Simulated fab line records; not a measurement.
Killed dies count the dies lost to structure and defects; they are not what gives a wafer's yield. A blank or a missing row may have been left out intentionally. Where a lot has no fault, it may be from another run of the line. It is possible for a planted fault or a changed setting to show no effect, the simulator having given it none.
fab line records	flow n5-finfet
record: lots: 24	wafers: 72	last-day: 18
route steps=1938 shown HKMG_FIN@401 GATE_CUT@468
lots that met no fault: from a run of the same line without faults
start-h: start of the lot's first displayed wafer, in hours after the record's first day	wait-h: how many hours have passed since the lot's step before this one	" the same as in the row above	L1.1+2: a row that stands for several wafers	- no value present, or no start provided	* or withheld: withheld	< > ~ a bound
route shown NAME@n: names a module that has steps shown in the file, with the first one's number in the route	usual: mean/standard deviation taken from wafers without a fault	same: alike in all rows	chamber/n: place in a boat	sites: the reading at each site	_std_site: the standard deviation of these	_edge_site: outer sites' mean less inner sites'	radius-mm: how far each site lies from the wafer's centre	mask NAME#n: copy n	behind: the tool/chamber that last shaped the wafer	hold: why the lot went on hold/how many hours it stayed there/how the hold came to an end	device: names the non-switching transistor (n, p or np)	end of line: tests of these same wafers at the route's end	a step given without rows: its recipe and nothing more	killed: dies that structure and defects cost at the first sort, which is not the same as the wafer's yield	map: dies across one wafer; x = killed, . = not, _ = none there
set.NAME: setting as actually run; set.NAME@STEP: the setting as run at that earlier step	model.NAME: the simulator's own value behind a step, which no gauge read
steps of the route over a sample of lots; a table a step, a row a wafer
services: from which hour (start-h, from the record's first day; less than 0 if before it) a tool's chamber was out of use, for how many hours, and why
== steps ==
step: N5_HKMG_FIN_DESCUM_53
recipe: chemistry: O2	time-s: 7.9	source-power-w: 50	bias-power-w: 20	pressure-mtorr: 20	rf-frequency-hz: 2.712e+07	temp-c: 40	resist: CAR-ArF	o2-flow-sccm: 225
usual: bias-power-w: 20.00/0.056	drypump-motor-current-A: 5.7/0.58	oes-product-au: 0.82/0.092	rf-vpp-V: 242.4/1.1	showerhead-plenum-p-Torr: 2.05/0.054	throttle-valve-pct: 20.47/0.18
lot.wafer	tool	chamber	start-h	wait-h	bias-power-w	drypump-motor-current-A	oes-product-au	rf-hours-counter-h	rf-vpp-V	showerhead-plenum-p-Torr	throttle-valve-pct
L074.2	rie-diel-06	1	70.96	0.0	20.09	4.8	0.87	55	241.8	2.02	20.29
L074.3	"	0	"	"	19.94	5.2	0.91	22	242.0	2.04	20.31
L074.4	"	2	"	"	20.04	5.3	0.75	183	242.8	1.98	20.52
L075.1	rie-diel-04	1	77.98	0.0	19.92	6.1	0.93	17	242.7	2.07	20.28
L075.3	"	3	"	"	20.03	5.7	0.93	27	241.6	2.07	20.68
L075.5	"	3	"	"	20.13	5.6	0.93	-	243.4	2.07	20.66
L076.1	rie-diel-04	1	82.60	0.0	19.98	6.1	0.93	18	242.1	2.07	20.30
L076.2	"	3	"	"	19.98	5.6	0.93	28	242.3	2.07	20.67
L076.5	"	0	"	"	19.98	5.5	0.78	-	241.6	2.01	20.35
L077.1	rie-diel-03	3	88.12	0.0	19.98	6.5	0.68	250	241.6	1.97	20.51
L077.2	"	1	"	"	20.06	6.6	0.71	193	242.1	1.98	20.57
L077.3	"	0	"	"	19.96	5.0	0.98	4	244.4	2.16	20.63
L078.3	rie-diel-04	3	99.52	0.0	19.92	5.6	0.91	34	243.4	2.07	20.67
L078.5	"	0	"	"	20.01	5.5	0.77	-	241.9	2.01	20.36
L078.6	"	3	"	"	19.94	5.6	0.91	-	242.6	2.07	20.69
L079.1	rie-diel-06	1	106.97	0.3	20.05	4.9	0.86	66	241.5	2.02	20.29
L079.4	"	3	"	"	20.07	6.7	0.70	241	242.2	2.08	20.82
L079.6	"	1	"	"	20.08	4.8	0.87	-	241.3	2.02	20.30
L080.2	rie-diel-06	3	109.10	0.0	19.94	6.7	0.70	242	243.2	2.08	20.85
L080.4	"	0	"	"	19.99	5.2	0.89	35	241.3	2.04	20.32
L080.5	"	2	"	"	20.01	5.4	0.74	-	240.9	1.98	20.53
L081.1	rie-diel-04	1	118.67	0.1	19.94	6.1	0.90	32	243.6	2.06	20.33
L081.2	"	0	"	"	20.05	5.5	0.77	123	241.1	2.00	20.37
L081.3	"	3	"	"	19.99	5.6	0.89	42	242.6	2.07	20.72
L082.1	rie-diel-04	3	123.21	0.0	19.97	5.7	0.91	44	243.0	2.07	20.70
L082.3	"	0	"	"	20.05	5.5	0.78	124	243.2	2.00	20.37
L082.6	"	3	"	"	20.03	5.6	0.90	-	243.2	2.07	20.70
L083.2	rie-diel-04	3	125.45	0.0	20.00	5.7	0.90	45	242.1	2.07	20.70
L083.5	"	3	"	"	19.94	5.6	0.90	-	242.8	2.07	20.71
L083.6	"	2	"	"	20.07	5.8	0.70	-	242.6	2.05	20.52
L084.3	rie-diel-04	1	135.12	0.0	19.85	6.1	0.89	34	243.4	2.06	20.32
L084.5	"	3	"	"	20.00	5.7	0.90	-	243.0	2.07	20.72
L084.6	"	2	"	"	19.93	5.8	0.70	-	241.9	2.05	20.52
L085.1	rie-diel-06	0	138.24	0.0	20.03	5.2	0.85	45	241.5	2.03	20.35
L085.2	"	2	"	"	19.94	5.3	0.73	206	242.3	1.98	20.56
L085.5	"	0	"	"	20.03	5.1	0.85	-	242.9	2.03	20.35
L086.1	rie-diel-04	0	146.61	0.0	20.01	5.5	0.76	132	241.2	2.00	20.37
L086.3	"	2	"	"	20.09	5.8	0.69	214	241.5	2.05	20.50
L086.4	"	3	"	"	19.95	5.7	0.88	52	242.3	2.06	20.71
L087.2	rie-diel-03	0	149.96	0.0	19.98	5.0	0.91	28	243.1	2.15	20.63
L087.3	"	3	"	"	19.98	6.5	0.95	10	245.4	2.23	20.09
L087.4	"	1	"	"	19.99	6.6	0.70	217	242.8	1.97	20.59
L088.2	rie-diel-04	1	155.93	0.0	19.98	6.1	0.88	42	242.5	2.06	20.34
L088.5	"	2	"	"	20.02	5.8	0.70	-	242.4	2.05	20.52
L088.6	"	1	"	"	20.04	6.1	0.87	-	243.1	2.06	20.35
L089.2	rie-diel-06	1	162.15	0.2	19.99	4.8	0.83	89	241.6	2.01	20.33
L089.3	"	2	"	"	20.09	5.4	0.72	218	241.6	1.97	20.57
L089.6	"	3	"	"	20.05	6.7	0.98	-	243.2	2.07	20.53
L090.1	rie-diel-04	1	168.44	0.4	19.94	6.1	0.86	47	240.2	2.06	20.34
L090.2	"	2	"	"	19.94	5.8	0.69	224	243.3	2.05	20.52
L090.3	"	3	"	"	20.07	5.7	0.88	62	242.6	2.06	20.73
L091.2	rie-diel-03	2	173.98	0.0	20.01	4.8	0.91	29	242.8	2.06	20.11
L091.4	"	3	"	"	19.98	6.5	0.92	19	245.3	2.22	20.09
L091.5	"	1	"	"	20.06	6.5	0.69	-	241.7	1.97	20.62
L092.1	rie-diel-03	1	180.94	0.0	19.96	6.6	0.69	229	240.8	1.97	20.62
L092.4	"	2	"	"	20.02	4.8	0.91	32	243.5	2.06	20.12
L092.6	"	0	"	"	19.94	5.0	0.89	-	243.9	2.15	20.65
L093.1	rie-diel-06	0	188.20	0.0	19.92	5.2	0.84	64	242.3	2.03	20.39
L093.3	"	1	"	"	19.99	4.8	0.82	97	243.1	2.01	20.35
L093.5	"	3	"	"	19.99	6.7	0.96	-	242.5	2.07	20.53
L094.1	rie-diel-03	1	193.16	0.1	20.05	6.6	0.69	233	242.1	1.97	20.63
L094.2	"	0	"	"	20.05	5.0	0.87	44	244.0	2.15	20.68
L094.5	"	1	"	"	19.97	6.6	0.69	-	241.7	1.97	20.63
L095.2	rie-diel-06	3	198.70	0.1	19.99	6.7	0.94	18	241.6	2.07	20.52
L095.3	"	2	"	"	20.00	5.3	0.71	231	241.9	1.97	20.60
L095.5	"	3	"	"	19.98	6.7	0.94	-	241.8	2.07	20.54
L096.2	rie-diel-06	0	205.39	0.0	19.97	5.2	0.83	71	241.9	2.02	20.37
L096.4	"	3	"	"	20.03	6.7	0.94	20	243.8	2.07	20.54
L096.6	"	2	"	"	20.05	5.4	0.70	-	240.7	1.97	20.60
L097.2	rie-diel-04	3	212.93	0.0	20.01	5.7	0.85	76	242.1	2.06	20.76
L097.3	"	2	"	"	19.99	5.8	0.67	240	242.7	2.04	20.54
L097.6	"	3	"	"	20.04	5.7	0.84	-	240.4	2.06	20.76
step: N5_HKMG_FIN_OVL_MEAS_13
recipe: points-per-wafer: 44
usual: NWFM_OVL: -0.4/0.72
lot.wafer	tool	chamber	start-h	wait-h	NWFM_OVL[nm]
L074.2	overlay-02	0	74.15	0.0	-0.4
L074.3	"	0	"	"	-0.9
L074.4	"	0	"	"	-1.7
L075.1	overlay-02	0	81.28	0.0	-1.5
L075.3	"	0	"	"	-0.6
L075.5	"	0	"	"	-1.0
L076.1	overlay-01	0	85.81	0.0	0.8
L076.2	"	0	"	"	-0.5
L076.5	"	0	"	"	-0.8
L077.1	overlay-02	0	91.48	0.0	1.1
L077.2	"	0	"	"	-0.5
L077.3	"	0	"	"	-0.3
L078.3	overlay-01	0	102.71	0.0	-0.1
L078.5	"	0	"	"	-1.1
L078.6	"	0	"	"	-0.1
L079.1	overlay-02	0	110.28	0.0	-0.5
L079.4	"	0	"	"	-1.2
L079.6	"	0	"	"	0.0
L080.2	overlay-02	0	112.57	0.0	-0.3
L080.4	"	0	"	"	-0.5
L080.5	"	0	"	"	-0.1
L081.1	overlay-02	0	121.86	0.0	0.1
L081.2	"	0	"	"	-0.5
L081.3	"	0	"	"	0.4
L082.1	overlay-01	0	126.53	0.0	-0.3
L082.3	"	0	"	"	-1.0
L082.6	"	0	"	"	-1.4
L083.2	overlay-01	0	128.84	0.0	-0.8
L083.5	"	0	"	"	-0.6
L083.6	"	0	"	"	-1.0
L084.3	overlay-02	0	138.52	0.0	0.6
L084.5	"	0	"	"	1.0
L084.6	"	0	"	"	0.0
L085.1	overlay-01	0	141.56	0.0	-0.5
L085.2	"	0	"	"	-0.3
L085.5	"	0	"	"	-0.7
L086.1	overlay-01	0	150.06	0.0	-2.4
L086.3	"	0	"	"	-1.6
L086.4	"	0	"	"	-0.4
L087.2	overlay-01	0	153.47	0.0	0.6
L087.3	"	0	"	"	-0.9
L087.4	"	0	"	"	0.3
L088.2	overlay-01	0	159.42	0.0	-1.3
L088.5	"	0	"	"	-0.1
L088.6	"	0	"	"	-1.4
L089.2	overlay-02	0	165.50	0.0	0.0
L089.3	"	0	"	"	-0.6
L089.6	"	0	"	"	-1.2
L090.1	overlay-01	0	171.84	0.0	-1.2
L090.2	"	0	"	"	0.0
L090.3	"	0	"	"	-0.7
L091.2	overlay-01	0	177.30	0.0	-0.2
L091.4	"	0	"	"	-0.4
L091.5	"	0	"	"	0.5
L092.1	overlay-01	0	184.29	0.0	-1.5
L092.4	"	0	"	"	-0.5
L092.6	"	0	"	"	-0.4
L093.1	overlay-01	0	191.53	0.0	-0.4
L093.3	"	0	"	"	0.3
L093.5	"	0	"	"	0.6
L094.1	overlay-02	0	196.36	0.0	-0.5
L094.2	"	0	"	"	-1.1
L094.5	"	0	"	"	0.3
L095.2	overlay-01	0	202.29	0.0	0.8
L095.3	"	0	"	"	-0.7
L095.5	"	0	"	"	-1.0
L096.2	overlay-01	0	209.00	0.0	-0.3
L096.4	"	0	"	"	-0.5
L096.6	"	0	"	"	-1.4
L097.2	overlay-01	0	216.12	0.0	0.5
L097.3	"	0	"	"	0.9
L097.6	"	0	"	"	0.0
step: N5_HKMG_FIN_ETCH_32
recipe: chemistry: N2/H2	target: SOC	target-depth-a: 2400	temp-c: 40	time-s: 300	ion-energy-ev: 200	mask-material: SiARC	pressure-mtorr: 30	source-w: 840	bias-w: 150	n2-flow-sccm: 200	h2-flow-sccm: 200
usual: drypump-motor-current-A: 5.7/0.64	oes-product-au: 0.82/0.1	rf-vpp-V: 522.2/2.1	showerhead-plenum-p-Torr: 2.49/0.064	throttle-valve-pct: 17.89/0.23
lot.wafer	tool	chamber	start-h	wait-h	drypump-motor-current-A	oes-product-au	rf-hours-counter-h	rf-vpp-V	showerhead-plenum-p-Torr	throttle-valve-pct
L074.2	rie-diel-03	2	74.30	0.0	4.8	0.69	253	522.5	2.52	17.98
L074.3	"	1	"	"	6.6	0.71	187	519.2	2.44	18.23
L074.4	"	2	"	"	4.8	0.69	-	521.8	2.52	17.97
L075.1	rie-diel-04	1	81.43	0.0	6.1	0.94	18	522.5	2.50	17.52
L075.3	"	2	"	"	5.9	0.73	189	523.6	2.53	18.05
L075.5	"	0	"	"	5.5	0.78	-	522.6	2.45	17.81
L076.1	rie-diel-03	1	86.60	0.0	6.6	0.70	192	520.5	2.44	18.23
L076.2	"	3	"	"	6.5	0.68	249	521.1	2.38	17.88
L076.5	"	1	"	"	6.6	0.70	-	519.4	2.44	18.23
L077.1	rie-diel-04	0	91.63	0.0	5.5	0.77	114	522.3	2.45	17.83
L077.2	"	2	"	"	5.9	0.73	192	522.2	2.53	18.07
L077.3	"	3	"	"	5.6	0.91	32	521.9	2.47	17.88
L078.3	rie-diel-06	0	103.06	0.0	5.2	0.87	33	522.0	2.49	17.85
L078.5	"	3	"	"	6.7	0.68	-	523.7	2.50	18.11
L078.6	"	0	"	"	5.2	0.87	-	523.1	2.49	17.84
L079.1	rie-diel-03	2	110.43	0.0	4.8	0.99	5	522.7	2.52	17.54
L079.4	"	2	"	"	4.8	0.97	-	522.1	2.52	17.52
L079.6	"	0	"	"	5.0	0.94	-	525.5	2.60	17.87
L080.2	rie-diel-03	0	113.05	0.0	5.0	0.93	15	525.2	2.60	17.85
L080.4	"	2	"	"	4.8	0.98	-	522.9	2.52	17.52
L080.5	"	0	"	"	5.0	0.94	-	524.9	2.60	17.85
L081.1	rie-diel-03	3	122.01	0.0	6.5	1.00	0	528.9	2.70	17.40
L081.2	"	0	"	"	5.0	0.92	19	526.1	2.60	17.87
L081.3	"	1	"	"	6.6	0.69	209	520.3	2.43	18.25
L082.1	rie-diel-06	3	126.68	0.0	6.7	0.68	247	523.5	2.50	18.14
L082.3	"	0	"	"	5.2	0.86	40	522.8	2.49	17.85
L082.6	"	1	"	"	4.9	0.84	-	520.1	2.48	17.82
L083.2	rie-diel-03	0	128.99	0.0	5.0	0.92	21	525.3	2.60	17.85
L083.5	"	3	"	"	6.5	0.98	-	527.8	2.70	17.41
L083.6	"	2	"	"	4.8	0.96	-	522.4	2.51	17.54
L084.3	rie-diel-03	2	138.67	0.0	4.8	0.94	16	521.3	2.51	17.53
L084.5	"	0	"	"	5.0	0.92	-	525.0	2.59	17.86
L084.6	"	3	"	"	6.5	0.96	-	528.4	2.70	17.39
L085.1	rie-diel-06	1	141.86	0.0	4.9	0.84	80	522.2	2.48	17.85
L085.2	"	2	"	"	5.4	0.72	209	521.3	2.43	18.20
L085.5	"	0	"	"	5.2	0.86	-	522.4	2.49	17.86
L086.1	rie-diel-04	2	150.21	0.0	5.8	0.70	215	525.0	2.52	18.08
L086.3	"	1	"	"	6.1	0.88	39	522.3	2.49	17.55
L086.4	"	1	"	"	6.1	0.89	-	522.3	2.49	17.58
L087.2	rie-diel-04	2	154.04	0.0	5.9	0.71	217	524.9	2.52	18.09
L087.3	"	1	"	"	6.1	0.89	41	522.7	2.49	17.56
L087.4	"	3	"	"	5.7	0.87	-	523.8	2.46	17.90
L088.2	rie-diel-04	3	159.57	0.0	5.7	0.87	58	523.0	2.46	17.92
L088.5	"	2	"	"	5.8	0.70	-	523.9	2.52	18.09
L088.6	"	1	"	"	6.1	0.88	-	522.5	2.49	17.58
L089.2	rie-diel-04	1	165.76	0.0	6.1	0.88	46	521.2	2.49	17.59
L089.3	"	0	"	"	5.5	0.74	135	520.9	2.44	17.87
L089.6	"	2	"	"	5.9	0.69	-	522.6	2.51	18.12
L090.1	rie-diel-04	1	171.98	0.0	6.1	0.88	48	521.2	2.48	17.60
L090.2	"	0	"	"	5.5	0.75	138	522.0	2.44	17.86
L090.3	"	3	"	"	5.6	0.86	63	522.3	2.46	17.93
L091.2	rie-diel-06	3	177.45	0.0	6.7	0.95	11	522.2	2.49	17.74
L091.4	"	2	"	"	5.4	0.71	224	519.7	2.42	18.20
L091.5	"	3	"	"	6.7	0.94	-	522.1	2.49	17.73
L092.1	rie-diel-06	3	184.44	0.0	6.7	0.93	13	522.0	2.49	17.74
L092.4	"	0	"	"	5.2	0.84	63	521.9	2.48	17.92
L092.6	"	3	"	"	6.7	0.95	-	522.9	2.49	17.76
L093.1	rie-diel-06	3	191.69	0.0	6.7	0.93	16	521.4	2.49	17.73
L093.3	"	1	"	"	4.9	0.82	98	521.3	2.47	17.88
L093.5	"	3	"	"	6.7	0.93	-	523.3	2.49	17.74
L094.1	rie-diel-06	3	196.51	0.0	6.7	0.92	18	521.2	2.49	17.75
L094.2	"	0	"	"	5.2	0.83	68	520.0	2.48	17.92
L094.5	"	2	"	"	5.4	0.70	-	522.8	2.42	18.22
L095.2	rie-diel-06	0	202.44	0.0	5.2	0.83	70	522.1	2.48	17.90
L095.3	"	2	"	"	5.4	0.70	232	519.8	2.42	18.21
L095.5	"	1	"	"	4.9	0.81	-	523.0	2.47	17.90
L096.2	rie-diel-06	2	209.15	0.0	5.4	0.70	235	519.5	2.41	18.22
L096.4	"	3	"	"	6.7	0.91	22	522.2	2.48	17.76
L096.6	"	2	"	"	5.4	0.70	-	518.7	2.41	18.24
L097.2	rie-diel-04	2	216.27	0.0	5.9	0.69	241	520.8	2.51	18.16
L097.3	"	3	"	"	5.7	0.84	78	521.9	2.45	17.94
L097.6	"	2	"	"	5.9	0.68	-	521.7	2.51	18.13
step: N5_HKMG_FIN_STRIP_88
recipe: chemistry: N2/H2	power-w: 2500	temp-c: 300	h2-frac: 0.65	time-s: 360	pressure-mtorr: withheld	n2-flow-sccm: 1750	h2-flow-sccm: 3250
usual: drypump-motor-current-A: 5.78/0.12	heater-power-w: 413/19
lot.wafer	tool	chamber	start-h	wait-h	drypump-motor-current-A	heater-power-w	rf-hours-counter-h
L074.2	plasma-asher-02	1	75.81	0.0	5.94	422	90
L074.3	"	0	"	"	5.65	374	-
L074.4	"	1	"	"	5.93	418	-
L075.1	plasma-asher-02	0	82.92	0.0	5.67	375	92
L075.3	"	0	"	"	5.66	386	-
L075.5	"	0	"	"	5.66	379	-
L076.1	plasma-asher-02	1	88.10	0.0	5.94	432	93
L076.2	"	0	"	"	5.63	389	93
L076.5	"	1	"	"	5.93	428	-
L077.1	plasma-asher-01	0	93.10	0.0	5.81	441	37
L077.2	"	1	"	"	5.69	418	37
L077.3	"	1	"	"	5.74	419	-
L078.3	plasma-asher-01	1	104.69	0.1	5.67	420	-
L078.5	"	0	"	"	5.85	413	-
L078.6	"	1	"	"	5.70	426	-
L079.1	plasma-asher-02	0	111.91	0.0	5.68	395	97
L079.4	"	0	"	"	5.66	380	-
L079.6	"	0	"	"	5.67	387	-
L080.2	plasma-asher-02	0	114.59	0.0	5.66	390	97
L080.4	"	1	"	"	5.90	427	-
L080.5	"	0	"	"	5.67	388	-
L081.1	plasma-asher-02	1	123.49	0.0	5.94	424	99
L081.2	"	0	"	"	5.68	384	99
L081.3	"	1	"	"	5.95	420	-
L082.1	plasma-asher-02	1	128.16	0.0	5.97	428	101
L082.3	"	1	"	"	5.98	420	-
L082.6	"	0	"	"	5.67	385	-
L083.2	plasma-asher-01	0	130.47	0.0	5.79	414	44
L083.5	"	1	"	"	5.64	420	-
L083.6	"	0	"	"	5.80	431	-
L084.3	plasma-asher-01	0	140.34	0.1	5.77	426	-
L084.5	"	0	"	"	5.79	425	-
L084.6	"	1	"	"	5.66	412	-
L085.1	plasma-asher-02	0	143.34	0.0	5.65	388	104
L085.2	"	1	"	"	5.94	429	104
L085.5	"	0	"	"	5.67	392	-
L086.1	plasma-asher-02	1	151.69	0.0	5.93	425	105
L086.3	"	1	"	"	5.92	412	-
L086.4	"	0	"	"	5.68	373	-
L087.2	plasma-asher-01	1	155.58	0.0	5.67	434	50
L087.3	"	0	"	"	5.84	424	-
L087.4	"	1	"	"	5.68	413	-
L088.2	plasma-asher-02	1	161.09	0.0	5.95	411	107
L088.5	"	0	"	"	5.68	372	-
L088.6	"	1	"	"	5.95	417	-
L089.2	plasma-asher-01	1	167.29	0.0	5.67	417	53
L089.3	"	1	"	"	5.69	429	-
L089.6	"	1	"	"	5.68	438	-
L090.1	plasma-asher-01	0	173.46	0.0	5.82	431	54
L090.2	"	1	"	"	5.67	417	54
L090.3	"	0	"	"	5.84	438	-
L091.2	plasma-asher-01	0	178.93	0.0	5.81	421	56
L091.4	"	0	"	"	5.81	418	-
L091.5	"	0	"	"	5.83	418	-
L092.1	plasma-asher-02	1	185.92	0.0	5.95	423	111
L092.4	"	1	"	"	5.94	434	-
L092.6	"	1	"	"	5.95	435	-
L093.1	plasma-asher-02	0	193.18	0.0	5.67	374	113
L093.3	"	0	"	"	5.65	384	-
L093.5	"	1	"	"	5.94	426	-
L094.1	plasma-asher-01	0	198.01	0.0	5.80	426	58
L094.2	"	1	"	"	5.65	423	58
L094.5	"	1	"	"	5.68	417	-
L095.2	plasma-asher-01	0	203.93	0.0	5.81	423	59
L095.3	"	0	"	"	5.83	423	-
L095.5	"	1	"	"	5.70	427	-
L096.2	plasma-asher-01	1	210.63	0.0	5.68	422	61
L096.4	"	0	"	"	5.82	416	-
L096.6	"	0	"	"	5.79	423	-
L097.2	plasma-asher-02	1	217.75	0.0	5.94	426	118
L097.3	"	1	"	"	5.96	427	-
L097.6	"	0	"	"	5.67	383	-
step: N5_HKMG_FIN_CMP_94
recipe: stop-on: SiNx	post-cmp-clean: w-dilute-nh4oh	t-overpolish-s: 4.7	down-force-psi: 4	platen-rpm: 50.289	pad-velocity-m-s: 1.0006	target-thk-nm: 43.299
usual: motor-current-A: 12.0/1.3
lot.wafer	tool	chamber	start-h	wait-h	motor-current-A
L074.4	cmp-02	3	78.51	0.4	11.7
L074.3	"	1	"	"	13.2
L074.2	"	2	"	"	11.9
L075.3	cmp-02	3	85.50	0.4	11.5
L075.1	"	0	"	"	10.4
L075.5	"	0	"	"	10.8
L076.2	cmp-02	1	90.71	0.3	12.5
L076.1	"	2	"	"	11.9
L076.5	"	1	"	"	12.0
L077.3	cmp-03	1	95.68	0.4	12.0
L077.2	"	2	"	"	12.9
L077.1	"	3	"	"	13.5
L078.3	cmp-02	1	107.38	0.3	12.2
L078.6	"	3	"	"	11.8
L078.5	"	0	"	"	10.1
L079.1	cmp-02	0	114.70	0.3	10.3
L079.4	"	1	"	"	13.1
L079.6	"	3	"	"	11.4
L080.4	cmp-04	2	117.47	0.3	13.6
L080.2	"	3	"	"	9.0
L080.5	"	0	"	"	11.4
L081.3	cmp-02	2	126.11	0.4	11.9
L081.2	"	3	"	"	11.7
L081.1	"	1	"	"	13.1
L082.3	cmp-02	2	130.76	0.3	12.5
L082.1	"	0	"	"	10.4
L082.6	"	1	"	"	12.1
L083.2	cmp-04	3	133.19	0.3	8.7
L083.6	"	2	"	"	12.8
L083.5	"	3	"	"	9.1
L084.3	cmp-02	3	142.87	0.3	11.8
L084.6	"	1	"	"	12.2
L084.5	"	2	"	"	12.3
L085.2	cmp-04	1	146.04	0.4	14.1
L085.1	"	0	"	"	10.7
L085.5	"	2	"	"	13.0
L086.3	cmp-03	1	154.29	0.4	12.4
L086.4	"	2	"	"	13.1
L086.1	"	0	"	"	13.2
L087.4	cmp-02	0	158.44	0.4	10.3
L087.3	"	2	"	"	12.2
L087.2	"	3	"	"	11.9
L088.2	cmp-03	1	164.04	0.2	11.5
L088.5	"	2	"	"	13.3
L088.6	"	3	"	"	13.1
L089.3	cmp-03	2	169.88	0.4	13.1
L089.2	"	1	"	"	12.0
L089.6	"	2	"	"	13.3
L090.2	cmp-04	3	176.36	0.4	8.8
L090.3	"	0	"	"	11.3
L090.1	"	2	"	"	13.5
L091.4	cmp-02	0	181.55	0.4	10.7
L091.2	"	3	"	"	11.7
L091.5	"	1	"	"	12.9
L092.4	cmp-03	2	188.52	0.3	13.4
L092.1	"	0	"	"	12.7
L092.6	"	1	"	"	11.7
L093.3	cmp-02	1	195.84	0.3	12.4
L093.1	"	2	"	"	12.1
L093.5	"	0	"	"	10.6
L094.1	cmp-03	2	200.59	0.4	13.8
L094.2	"	3	"	"	12.7
L094.5	"	3	"	"	13.3
L095.2	cmp-04	0	206.53	0.3	11.2
L095.3	"	2	"	"	12.7
L095.5	"	0	"	"	11.3
L096.4	cmp-04	2	213.28	0.3	13.1
L096.2	"	3	"	"	9.4
L096.6	"	0	"	"	10.8
L097.3	cmp-03	0	220.43	0.3	13.9
L097.2	"	1	"	"	12.0
L097.6	"	2	"	"	13.3
step: N5_GATE_CUT_VAPOR_ETCH_60
recipe: chemistry: BCl3/Cl2	target: HfO2	mode: isotropic
usual: drypump-motor-current-A: 5.9/0.35	oes-product-au: 0.77/0.12
lot.wafer	tool	chamber	start-h	wait-h	drypump-motor-current-A	oes-product-au
L074.2	rie-metal-03	1	79.01	0.0	5.5	0.76
L074.3	"	0	"	"	5.6	0.65
L074.4	"	1	"	"	5.5	0.75
L075.1	rie-metal-02	1	86.00	0.0	6.5	0.73
L075.3	"	0	"	"	6.3	0.58
L075.5	"	1	"	"	6.5	0.74
L076.1	rie-metal-01	0	91.19	0.0	5.7	0.98
L076.2	"	1	"	"	6.1	0.90
L076.5	"	1	"	"	6.1	0.90
L077.1	rie-metal-03	1	96.19	0.0	5.5	0.75
L077.2	"	0	"	"	5.7	0.63
L077.3	"	0	"	"	5.7	0.64
L078.3	rie-metal-02	1	107.83	0.0	6.5	0.74
L078.5	"	0	"	"	6.3	0.58
L078.6	"	1	"	"	6.5	0.74
L079.1	rie-metal-03	0	115.25	0.0	5.7	0.63
L079.4	"	1	"	"	5.5	0.74
L079.6	"	1	"	"	5.5	0.73
L080.2	rie-metal-02	1	118.33	0.1	6.5	0.73
L080.4	"	1	"	"	6.5	0.73
L080.5	"	1	"	"	6.5	0.73
L081.1	rie-metal-01	0	126.61	0.0	5.7	0.95
L081.2	"	1	"	"	6.0	0.89
L081.3	"	1	"	"	6.0	0.88
L082.1	rie-metal-01	1	131.24	0.0	6.0	0.89
L082.3	"	1	"	"	6.0	0.89
L082.6	"	0	"	"	5.7	0.95
L083.2	rie-metal-02	1	133.67	0.0	6.5	0.72
L083.5	"	0	"	"	6.3	0.99
L083.6	"	1	"	"	6.5	0.73
L084.3	rie-metal-01	1	143.33	0.0	6.1	0.88
L084.5	"	1	"	"	6.1	0.88
L084.6	"	0	"	"	5.7	0.93
L085.1	rie-metal-01	0	146.55	0.0	5.7	0.94
L085.2	"	1	"	"	6.1	0.89
L085.5	"	0	"	"	5.7	0.94
L086.1	rie-metal-03	0	154.80	0.0	5.6	0.64
L086.3	"	1	"	"	5.5	0.73
L086.4	"	0	"	"	5.6	0.63
L087.2	rie-metal-01	1	158.95	0.0	6.1	0.87
L087.3	"	0	"	"	5.7	0.94
L087.4	"	1	"	"	6.1	0.88
L088.2	rie-metal-03	0	164.46	0.0	5.6	0.63
L088.5	"	1	"	"	5.5	0.74
L088.6	"	0	"	"	5.6	0.63
L089.2	rie-metal-03	0	170.39	0.0	5.7	0.64
L089.3	"	1	"	"	5.5	0.73
L089.6	"	0	"	"	5.7	0.64
L090.1	rie-metal-01	1	176.87	0.0	6.1	0.87
L090.2	"	0	"	"	5.7	0.91
L090.3	"	0	"	"	5.7	0.92
L091.2	rie-metal-03	0	182.06	0.0	5.7	0.63
L091.4	"	0	"	"	5.7	0.63
L091.5	"	0	"	"	5.7	0.64
L092.1	rie-metal-03	1	189.00	0.0	5.5	0.73
L092.4	"	0	"	"	5.7	0.63
L092.6	"	0	"	"	5.7	0.63
L093.1	rie-metal-03	1	196.31	0.0	5.5	0.72
L093.3	"	0	"	"	5.7	0.63
L093.5	"	0	"	"	5.7	0.63
L094.1	rie-metal-02	0	201.09	0.0	6.3	0.90
L094.2	"	1	"	"	6.5	0.72
L094.5	"	1	"	"	6.5	0.72
L095.2	rie-metal-03	0	207.01	0.0	5.7	0.63
L095.3	"	1	"	"	5.5	0.73
L095.5	"	0	"	"	5.7	0.63
L096.2	rie-metal-03	0	213.72	0.0	5.7	0.63
L096.4	"	1	"	"	5.5	0.72
L096.6	"	0	"	"	5.6	0.63
L097.2	rie-metal-01	0	220.88	0.0	5.7	0.90
L097.3	"	0	"	"	5.7	0.90
L097.6	"	1	"	"	6.1	0.85
== services ==
tool	chamber	start-h	hours	kind
rie-metal-01	-	53.43	0.4	repair
rie-metal-03	0	65.83	10.6	repair
cmp-03	-	71.24	4.3	repair
rie-diel-06	3	81.71	6.0	repair
rie-metal-03	1	84.71	4.5	repair
cmp-03	-	96.44	0.5	repair
rie-diel-03	-	97.60	2.8	pm
rie-metal-01	-	99.24	14.6	pm
cmp-02	-	102.12	2.7	repair
rie-metal-01	-	114.03	1.3	repair
cmp-02	-	119.96	2.1	repair
rie-diel-04	1	120.81	9.9	repair
rie-diel-06	3	135.20	-	clean
rie-diel-06	3	135.20	-	consumable-replace:focus-ring
cmp-02	-	135.25	4.0	pm
rie-metal-02	1	140.89	24.9	repair
rie-diel-04	0	148.13	8.1	repair
plasma-asher-02	-	152.51	4.4	repair
cmp-04	-	159.73	1.9	repair
rie-metal-02	-	177.85	0.3	repair
plasma-asher-01	-	181.70	2.5	repair
rie-metal-01	0	188.31	14.9	repair
plasma-asher-01	-	190.16	5.4	repair
cmp-02	-	199.17	2.7	repair
== key ==
fault none
